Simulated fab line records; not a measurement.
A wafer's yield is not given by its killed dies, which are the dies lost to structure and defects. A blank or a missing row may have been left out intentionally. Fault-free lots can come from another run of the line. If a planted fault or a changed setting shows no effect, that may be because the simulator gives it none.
Which tool is to blame? -- flow n5Finfet -- 27 wafers from 9 lots sampled at 5 of the route's 1938 steps

== WHAT EACH GAUGE READ, for each wafer ==
N5_BEOL_M2_CD_MEAS_35: target cd 18 nm, target cd y 22.2 nm. Usual: cdNm 18.1 nm, standard deviation 0.41.
lot,measured,on,cdNm (nm),flag
L416,day 7 18:34,cdSem-02,18.1 17.9 18.1,
L417,day 7 21:13,cdSem-03,18.0 18.9 18.1,
L424,day 10 08:58,cdSem-01,18.2 18.3 18.3,
L425,day 10 09:20,cdSem-03,16.9 17.7 17.8,
L430,day 11 08:09,cdSem-02,19.2 18.5 18.5,
L431,day 11 14:41,cdSem-03,18.6 18.0 17.5,
L433,day 12 16:29,cdSem-02,18.2 18.1 18.7,
L434,day 12 16:43,cdSem-02,18.8 18.0 18.3,
L435,day 12 23:17,cdSem-02,17.9 18.2 18.4,

N5_BEOL_M4_RC_MEAS_101. Usual: DIBL_N 37.5 mV/V, standard deviation 2.5; DIBL_P 38 mV/V, standard deviation 3.1; IOFF_N 0.19 nA/um, standard deviation 0.059; IOFF_P 0.24 nA/um, standard deviation 0.061; ION_N 679 uA/um, standard deviation 16; ION_P 465 uA/um, standard deviation 9.8; SS_N 72.0 mV/dec, standard deviation 0.8; SS_P 73.7 mV/dec, standard deviation 0.86; VT_N 248 mV, standard deviation 4.5; VT_P -249 mV, standard deviation 3.5.
lot,measured,on,DIBL_N (mV/V),DIBL_P (mV/V),IOFF_N (nA/um),IOFF_P (nA/um),ION_N (uA/um),ION_P (uA/um),SS_N (mV/dec),SS_P (mV/dec),VT_N (mV),VT_P (mV),flag
L416,day 8 20:35,prober-02,37.5 41.0 37.7,38 43 38,0.19 0.31 0.18,0.24 0.37 0.25,679 711 683,463 480 469,71.3 72.8 72.1,73.4 75.0 73.4,249 238 248,-248 -242 -247,
L417,day 8 23:56,prober-02,31.0 33.5 33.7,28 33 35,0.08 0.12 0.13,0.12 0.18 0.19,644 679 672,452 467 462,70.6 69.8 70.2,70.8 72.5 73.0,259 253 250,-255 -251 -250,
L424,day 11 13:14,prober-02,35.6 34.5 37.2,35 34 38,0.15 0.14 0.18,0.17 0.17 0.22,660 672 678,448 453 450,71.4 71.0 71.9,73.2 72.5 73.9,250 248 246,-255 -255 -250,
L425,day 11 17:02,prober-02,37.5 36.4 36.5,37 34 35,0.20 0.16 0.18,0.30 0.23 0.26,706 689 684,489 470 479,70.9 72.0 71.7,73.4 72.9 72.7,242 249 249,-244 -248 -244,
L430,day 12 20:11,prober-02,34.5 36.0 39.9,35 35 40,0.14 0.14 0.24,0.21 0.20 0.28,668 668 696,462 459 475,70.9 71.2 71.8,73.5 73.8 74.1,249 251 244,-249 -250 -246,
L431,day 13 00:09,prober-02,37.6 35.7 37.4,37 34 36,0.19 0.16 0.20,0.24 0.21 0.24,683 667 685,463 462 466,72.1 71.5 72.0,73.9 73.3 73.8,249 249 244,-249 -250 -250,
L433,day 13 22:26,prober-01,38.6 39.0 39.9,42 39 41,0.21 0.20 0.23,0.29 0.23 0.26,685 676 687,475 455 466,72.0 71.8 72.2,74.4 74.7 74.6,247 247 245,-249 -251 -249,
L434,day 14 00:07,prober-02,37.5 34.7 37.5,39 35 40,0.18 0.13 0.19,0.22 0.17 0.26,679 673 677,466 459 463,72.5 71.5 72.1,73.7 73.4 74.5,251 254 248,-252 -252 -249,
L435,day 14 05:08,prober-02,36.5 36.5 36.0,37 39 37,0.18 0.19 0.15,0.22 0.27 0.20,681 690 677,462 476 461,72.6 72.7 72.3,73.0 74.0 73.7,250 247 253,-249 -247 -253,

== TOOL THAT RAN EACH LOT (tool first, then ch and the chambers of the sampled wafers, then the start) ==
lot,N5_BEOL_M2_ETCH_77,N5_BEOL_M2_STRIP_36,N5_BEOL_M2_STRIP_97
L416,"rieDiel-05 ch 0,1, day 7 12:54","rieDiel-03 ch 0,2,3, day 7 18:12","rieDiel-03 ch 0,2,3, day 7 18:19"
L417,"rieDiel-01 ch 0,3, day 7 19:18","rieDiel-05 ch 0,1, day 7 20:52","rieDiel-05 ch 0,1, day 7 20:58"
L424,"rieDiel-03 ch 0,2,3, day 10 05:02","rieDiel-03 ch 0,1,3, day 10 08:36","rieDiel-03 ch 0,1,3, day 10 08:43"
L425,"rieDiel-05 ch 0,3, day 10 06:56","rieDiel-03 ch 0,1,3, day 10 08:59","rieDiel-03 ch 0,1,3, day 10 09:06"
L430,"rieDiel-05 ch 1,2,3, day 11 04:22","rieDiel-01 ch 0,1,3, day 11 07:49","rieDiel-01 ch 0,1,3, day 11 07:55"
L431,"rieDiel-01 ch 0,1, day 11 08:56","rieDiel-05 ch 0,3, day 11 14:20","rieDiel-05 ch 0,3, day 11 14:26"
L433,"rieDiel-01 ch 0,2,3, day 11 19:20","rieDiel-05 ch 0,1, day 12 16:07","rieDiel-05 ch 0,1, day 12 16:14"
L434,"rieDiel-01 ch 0,2,3, day 12 10:02","rieDiel-03 ch 1,2,3, day 12 16:22","rieDiel-03 ch 1,2,3, day 12 16:29"
L435,"rieDiel-03 ch 1,2,3, day 12 21:55","rieDiel-03 ch 0,3, day 12 22:56","rieDiel-03 ch 0,3, day 12 23:02"
- N5_BEOL_M2_ETCH_77: etches underlayer in N2/H2, target depth 6.5 nm, time 5.2 s.
- N5_BEOL_M2_STRIP_36: strips in N2/H2.
- N5_BEOL_M2_STRIP_97: strips in N2/H2, time 10 s.

== AS READ BY THE TOOLS THEMSELVES (means over the sampled wafers that have a number; for cases with no such wafer, the mark the record gives instead) ==
N5_BEOL_M2_ETCH_77. Usual: drypumpMotorCurrentA 5.6 A, standard deviation 0.44; etchRfOnTimeS 5.21 s, standard deviation 0.14; oesProductAu 0.69 a.u., standard deviation 0.079; rfVppV 524.5 V, standard deviation 2.9; showerheadPlenumPTorr 2.55 Torr, standard deviation 0.098; throttleValvePct 17.8 %, standard deviation 0.39.
lot,tool,drypumpMotorCurrentA (A),etchRfOnTimeS (s),oesProductAu (a.u.),rfVppV (V),showerheadPlenumPTorr (Torr),throttleValvePct (%),flag
L416,rieDiel-05,5.3,5.16,0.71,522.8,2.49,17.7,
L417,rieDiel-01,5.7,5.32,0.77,524.9,2.58,17.7,
L424,rieDiel-03,5.7,5.25,0.67,525.0,2.58,17.8,
L425,rieDiel-05,5.8,5.25,0.74,523.5,2.50,17.2,
L430,rieDiel-05,5.9,5.23,0.65,523.0,2.45,17.7,
L431,rieDiel-01,5.5,5.21,0.69,524.1,2.59,18.0,
L433,rieDiel-01,5.8,5.24,0.71,527.1,2.60,17.7,
L434,rieDiel-01,5.8,5.19,0.72,524.9,2.60,17.7,
L435,rieDiel-03,5.5,5.15,0.71,527.9,2.67,17.6,

N5_BEOL_M2_STRIP_36. Usual: value, then standard deviation, for each; biasPowerW 7.001 W / 0.021; chamberPressureMTorr 20.00 mTorr / 0.034; drypumpMotorCurrentA 5.6 A / 0.41; oesProductAu 0.80 a.u. / 0.091; rfVppV 59.2 V / 1.4; showerheadPlenumPTorr 2.57 Torr / 0.1; throttleValvePct 23.5 % / 0.58.
lot,tool,biasPowerW (W),chamberPressureMTorr (mTorr),drypumpMotorCurrentA (A),oesProductAu (a.u.),rfVppV (V),showerheadPlenumPTorr (Torr),throttleValvePct (%),flag
L416,rieDiel-03,6.991,19.99,5.6,0.80,58.7,2.58,23.5,
L417,rieDiel-05,6.985,19.99,5.0,0.85,60.0,2.54,23.2,
L424,rieDiel-03,7.003,20.04,5.3,0.80,59.4,2.59,23.8,
L425,rieDiel-03,6.985,20.00,5.3,0.80,59.8,2.59,23.8,
L430,rieDiel-01,7.001,20.00,5.5,0.77,58.9,2.58,23.9,
L431,rieDiel-05,7.009,20.03,5.2,0.85,59.7,2.54,23.0,
L433,rieDiel-05,7.003,20.00,5.3,0.77,57.8,2.47,23.4,
L434,rieDiel-03,6.997,20.00,5.5,0.83,59.9,2.67,23.3,
L435,rieDiel-03,7.009,19.99,5.4,0.73,58.5,2.56,23.6,

N5_BEOL_M2_STRIP_97. Usual: value, then standard deviation, for each; biasPowerW 6.999 W / 0.019; chamberPressureMTorr 19.998 mTorr / 0.017; drypumpMotorCurrentA 5.6 A / 0.41; oesProductAu 0.81 a.u. / 0.091; rfVppV 59.4 V / 0.96; showerheadPlenumPTorr 2.57 Torr / 0.1; throttleValvePct 23.5 % / 0.58.
lot,tool,biasPowerW (W),chamberPressureMTorr (mTorr),drypumpMotorCurrentA (A),oesProductAu (a.u.),rfVppV (V),showerheadPlenumPTorr (Torr),throttleValvePct (%),flag
L416,rieDiel-03,-,-,-,-,-,-,-,OFF
L417,rieDiel-05,-,-,-,-,-,-,-,OFF
L424,rieDiel-03,7.008,19.981,5.3,0.81,59.1,2.59,23.8,
L425,rieDiel-03,6.982,19.992,5.3,0.81,59.9,2.59,23.8,
L430,rieDiel-01,7.009,19.983,5.5,0.77,59.8,2.58,23.8,
L431,rieDiel-05,6.993,19.993,5.2,0.83,59.3,2.54,23.0,
L433,rieDiel-05,6.992,20.007,5.3,0.78,60.0,2.47,23.4,
L434,rieDiel-03,7.005,20.019,5.5,0.82,59.1,2.67,23.3,
L435,rieDiel-03,7.002,19.989,5.4,0.75,59.8,2.56,23.6,

== THE ANSWER, worked out from the rows above alone ==
Rule: take the mean of a lot's wafers that have a number; if it is more than 3 standard deviations from the usual mean, the lot is off. Also off: a lot with no number at a reading for which 4 or more lots have one. Any other lot the step has rows for is counted as sound. First the gauges in route order, then the tools' own readings, where a lot's mean is used as printed above. At the first step where some lot is off, the reading lying furthest off is the one used; lots without a number count as furthest.
Off: L416, L417, at N5_BEOL_M2_STRIP_97 (biasPowerW). Without a number there: L416, L417.
A tool fits if, at that step or a process step before it, it ran every lot that is off, and no sound lot after the first of them. Not one of the candidates tried fits.

== WHAT THE SIMULATOR HAD PUT IN ==
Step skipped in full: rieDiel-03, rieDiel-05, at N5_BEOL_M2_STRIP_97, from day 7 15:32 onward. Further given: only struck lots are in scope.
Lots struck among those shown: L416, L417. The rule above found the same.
